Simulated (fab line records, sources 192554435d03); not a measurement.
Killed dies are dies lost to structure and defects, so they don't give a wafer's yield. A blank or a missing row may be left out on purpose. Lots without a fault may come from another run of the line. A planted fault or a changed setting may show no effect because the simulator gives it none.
Problem report in the 8D (eight disciplines) form, filled by code | flow n5_finfet | the parts of the form that need people (team, actions taken, sign-off) are left out

1. THE PROBLEM
susceptor_temp_C at N5_DUMMY_GATE_ALD_02 reads a mean of 290.95 C on 6 wafers of 2 lots; wafers without a fault read 300.00 C with a standard deviation of 0.18. That is -50 standard deviations from the usual mean.
The step: deposits SiO2, target thk 2 nm, pulse time 1 s.
First seen on wafer L546.1, day 3 20:35, on ald_sin-03. The record holds 27 wafers of 9 lots with a number at this step. Rule for "out", or "out of limits": more than 4 standard deviations from the usual mean. The other wafers with a number count as sound.

2. WHAT IT IS AND WHAT IT IS NOT
question                    | is                     | is not
which readings at this step | susceptor_temp_C       | -
which lots                  | L546, L548             | L541, L542, L547, L553, L558, L560, L563
which wafers of those lots  | all that have a number | -
read on which tools         | ald_sin-03             | ald_sin-01, ald_sin-02
when                        | from day 3 20:35       | up to then (6 sound wafers); but 15 sound wafers of L547, L553, L558, L560, L563 came after

3. SUSPECTS, AND WHAT RULES EACH OUT
Counting: a tool at a process step up to the reading stays a suspect if it ran every lot that is out and no sound lot after the first of them.
- ald_sin-03 at N5_DUMMY_GATE_ALD_02 (deposits SiO2, target thk 2 nm, pulse time 1 s): ruled out as a lasting fault. Sound lots L563 ran on it after its first lot that is out, L546 (day 3 20:35).
Left after counting: nothing in the record.

4. THE CAUSE (what the simulator had put in)
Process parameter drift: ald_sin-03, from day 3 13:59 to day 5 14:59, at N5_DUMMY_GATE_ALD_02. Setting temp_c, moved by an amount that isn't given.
Counting ruled it out, wrongly.

5. THE CHAIN OF EFFECTS, in route order
Each row: a reading whose mean over the struck wafers that have a number lies more than 3 standard deviations from the usual. Only readings for which the record gives a usual standard deviation are gone through. hours: the time from each lot's start at the first step in this table that gives one to its start at this step, as a median over the lots. sigmas: the change in usual standard deviations.
hours | step                 | reading          | usual    | on struck wafers | change | sigmas
0     | N5_DUMMY_GATE_ALD_02 | susceptor_temp_C | 300.00 C | 290.95           | -9.05  | -50
The process steps in it:
- N5_DUMMY_GATE_ALD_02: deposits SiO2, target thk 2 nm, pulse time 1 s.
Later measuring or inspecting steps at which every struck wafer that the step has a row for has a number for every such reading, and none has moved that far: N5_BEOL_M4_RC_MEAS_101.

6. WHAT WOULD HAVE CAUGHT IT SOONER
In this record the first reading out of limits was taken at day 3 20:35, 7 hours after the fault began at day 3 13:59.
